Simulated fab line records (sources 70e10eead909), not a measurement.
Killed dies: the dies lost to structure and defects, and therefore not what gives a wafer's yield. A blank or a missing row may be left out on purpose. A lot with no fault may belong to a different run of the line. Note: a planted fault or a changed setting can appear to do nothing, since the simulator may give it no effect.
Which tool is to blame?	flow nandHarc	72 wafers from 24 lots sampled at 3 of the route's 1302 steps

## WHAT EACH GAUGE READ, for each wafer
NHARC_A_CHANNEL_HOLE_D2_INSPECT_12. Usual: rawDefectCount reads 27 (standard deviation 21).
lot	measured	on	rawDefectCount	flag
L074	day 12 20:20	defectInspect-01	64 57 55	
L075	day 13 23:47	defectInspect-01	5 3 2	
L076	day 13 23:59	defectInspect-01	78 47 54	
L077	day 14 02:17	defectInspect-01	43 50 52	
L078	day 14 18:16	defectInspect-01	5 3 5	
L079	day 15 07:27	defectInspect-02	9 6 7	
L080	day 15 14:09	defectInspect-01	8 8 12	
L081	day 15 20:44	defectInspect-02	9 10 10	
L082	day 16 10:56	defectInspect-01	8 10 10	
L083	day 17 00:15	defectInspect-02	12 12 6	
L084	day 17 15:23	defectInspect-02	51 64 51	
L085	day 17 21:08	defectInspect-01	11 11 5	
L086	day 18 01:58	defectInspect-01	14 13 17	
L087	day 18 02:31	defectInspect-01	47 52 56	
L088	day 19 09:58	defectInspect-02	61 73 43	
L089	day 19 09:41	defectInspect-01	14 10 21	
L090	day 19 22:29	defectInspect-02	53 60 59	
L091	day 19 23:07	defectInspect-01	28 19 12	
L092	day 20 15:59	defectInspect-02	13 17 16	
L093	day 20 16:14	defectInspect-01	48 60 52	
L094	day 21 03:32	defectInspect-01	21 25 28	
L095	day 21 17:18	defectInspect-01	23 21 25	
L096	day 22 01:52	defectInspect-02	6 6 6	
L097	day 22 10:20	defectInspect-02	35 33 38	

## WHAT TOOL EACH LOT RAN ON (gives the tool, then ch and the chambers of the sampled wafers, and finally the start)
lot	NHARC_A_CHANNEL_FILL_D1_ALD_03	NHARC_A_DECK1_JOINT_CMP_13
L074	aldSinBatch-01 ch 0, day 10 23:17 or earlier	cmp-04 ch 1,2,3, day 10 23:17
L075	aldSinBatch-03 ch 0, day 11 20:52 or earlier	cmp-02 ch 0,1, day 11 20:52
L076	aldSinBatch-03 ch 0, day 11 20:53 or earlier	cmp-03 ch 0,2, day 11 20:53
L077	aldSinBatch-03 ch 0, day 12 11:57 or earlier	cmp-03 ch 0,1,3, day 12 11:57
L078	aldSinBatch-01 ch 0, day 12 22:53 or earlier	cmp-02 ch 1,2, day 12 22:53
L079	aldSinBatch-03 ch 0, day 13 08:16 or earlier	cmp-03 ch 0,1, day 13 08:16
L080	aldSinBatch-01 ch 0, day 13 20:11 or earlier	cmp-03 ch 1,2, day 13 20:11
L081	aldSinBatch-03 ch 0, day 14 04:31 or earlier	cmp-03 ch 2,3, day 14 04:31
L082	aldSinBatch-03 ch 0, day 14 17:20 or earlier	cmp-02 ch 1,2,3, day 14 17:20
L083	aldSinBatch-03 ch 0, day 15 03:07 or earlier	cmp-03 ch 2,3, day 15 03:07
L084	aldSinBatch-03 ch 0, day 15 22:27 or earlier	cmp-02 ch 0,1,2, day 15 22:27
L085	aldSinBatch-03 ch 0, day 16 02:05 or earlier	cmp-02 ch 0,1,2, day 16 02:05
L086	aldSinBatch-03 ch 0, day 16 07:58 or earlier	cmp-04 ch 0,1,3, day 16 07:58
L087	aldSinBatch-03 ch 0, day 16 07:58 or earlier	cmp-02 ch 0,2,3, day 16 07:58
L088	aldSinBatch-02 ch 0, day 17 10:59 or earlier	cmp-03 ch 1,2,3, day 17 10:59
L089	aldSinBatch-02 ch 0, day 17 10:56 or earlier	cmp-04 ch 0,3, day 17 10:56
L090	aldSinBatch-01 ch 0, day 18 02:07 or earlier	cmp-03 ch 1,2,3, day 18 02:07
L091	aldSinBatch-01 ch 0, day 18 02:07 or earlier	cmp-04 ch 0,1,3, day 18 02:07
L092	aldSinBatch-03 ch 0, day 18 19:12 or earlier	cmp-03 ch 1,3, day 18 19:12
L093	aldSinBatch-03 ch 0, day 19 01:26 or earlier	cmp-04 ch 0,1,3, day 19 01:26
L094	aldSinBatch-03 ch 0, day 19 14:20 or earlier	cmp-02 ch 0,1,3, day 19 14:20
L095	aldSinBatch-01 ch 0, day 20 01:49 or earlier	cmp-03 ch 0,2, day 20 01:49
L096	aldSinBatch-02 ch 0, day 20 10:18 or earlier	cmp-02 ch 1,2, day 20 10:18
L097	aldSinBatch-01 ch 0, day 20 18:23 or earlier	cmp-02 ch 2,3, day 20 18:23
- NHARC_A_CHANNEL_FILL_D1_ALD_03: deposits SiNx, target thk 6 nm, pulse time 60 s, ald cycles 58.
- NHARC_A_DECK1_JOINT_CMP_13: polishes, target thk 51.023 nm.

## WHAT THE TOOLS THEMSELVES READ (means of the sampled wafers that have a number; where no wafer has one, the mark that the record gives instead)
NHARC_A_CHANNEL_FILL_D1_ALD_03. Usual: precursorPulseHeightRel reads 0.998 (standard deviation 0.019).
lot	tool	precursorPulseHeightRel	flag
L074	aldSinBatch-01	0.998	
L075	aldSinBatch-03	0.994	
L076	aldSinBatch-03	1.014	
L077	aldSinBatch-03	0.986	
L078	aldSinBatch-01	0.990	
L079	aldSinBatch-03	1.002	
L080	aldSinBatch-01	1.014	
L081	aldSinBatch-03	1.001	
L082	aldSinBatch-03	1.017	
L083	aldSinBatch-03	0.991	
L084	aldSinBatch-03	1.002	
L085	aldSinBatch-03	1.008	
L086	aldSinBatch-03	1.001	
L087	aldSinBatch-03	0.994	
L088	aldSinBatch-02	0.990	
L089	aldSinBatch-02	0.988	
L090	aldSinBatch-01	0.995	
L091	aldSinBatch-01	1.016	
L092	aldSinBatch-03	0.985	
L093	aldSinBatch-03	0.990	
L094	aldSinBatch-03	0.985	
L095	aldSinBatch-01	1.011	
L096	aldSinBatch-02	1.011	
L097	aldSinBatch-01	0.989	

NHARC_A_DECK1_JOINT_CMP_13. Usual: motorCurrentA 11.6 A, standard deviation 1.1; slurryFlowMlMin 150.0, standard deviation 0.46; timeToEndpointS 9.0 s, standard deviation 2.5.
lot	tool	motorCurrentA (A)	slurryFlowMlMin	timeToEndpointS (s)	flag
L074	cmp-04	12.3	150.0	10.6	
L075	cmp-02	11.2	150.3	8.8	
L076	cmp-03	12.2	150.5	9.0	
L077	cmp-03	11.2	150.1	9.5	
L078	cmp-02	12.1	150.4	6.8	
L079	cmp-03	11.0	150.1	8.3	
L080	cmp-03	10.6	150.6	9.5	
L081	cmp-03	11.5	149.7	12.1	
L082	cmp-02	11.7	149.6	9.4	
L083	cmp-03	11.6	150.2	10.3	
L084	cmp-02	11.4	149.9	6.9	
L085	cmp-02	11.8	150.2	9.9	
L086	cmp-04	11.9	150.0	7.3	
L087	cmp-02	11.9	149.9	7.6	
L088	cmp-03	11.1	149.9	11.4	
L089	cmp-04	12.0	150.5	6.7	
L090	cmp-03	11.2	150.3	9.0	
L091	cmp-04	12.0	149.5	9.8	
L092	cmp-03	10.7	150.3	10.8	
L093	cmp-04	11.6	149.9	10.0	
L094	cmp-02	11.0	150.0	7.9	
L095	cmp-03	12.2	149.9	10.9	
L096	cmp-02	12.1	149.9	11.0	
L097	cmp-02	10.9	149.6	7.7	

## THE ANSWER, worked out from the rows above alone
Rule: a lot counts as off when the mean over its wafers that have a number is more than 3 standard deviations away from the usual mean. A lot without any number at a reading at which 4 lots or more have one is off too. Any other lot the step has rows for is counted as sound. First the gauges in route order, then the tools' own readings, where a lot's mean is used as printed above. At the first step where some lot is off, the reading lying furthest off is the one used; lots without a number count as furthest.
None of the lots is off at any reading shown; this tells nothing.

## WHAT THE SIMULATOR HAD PUT IN
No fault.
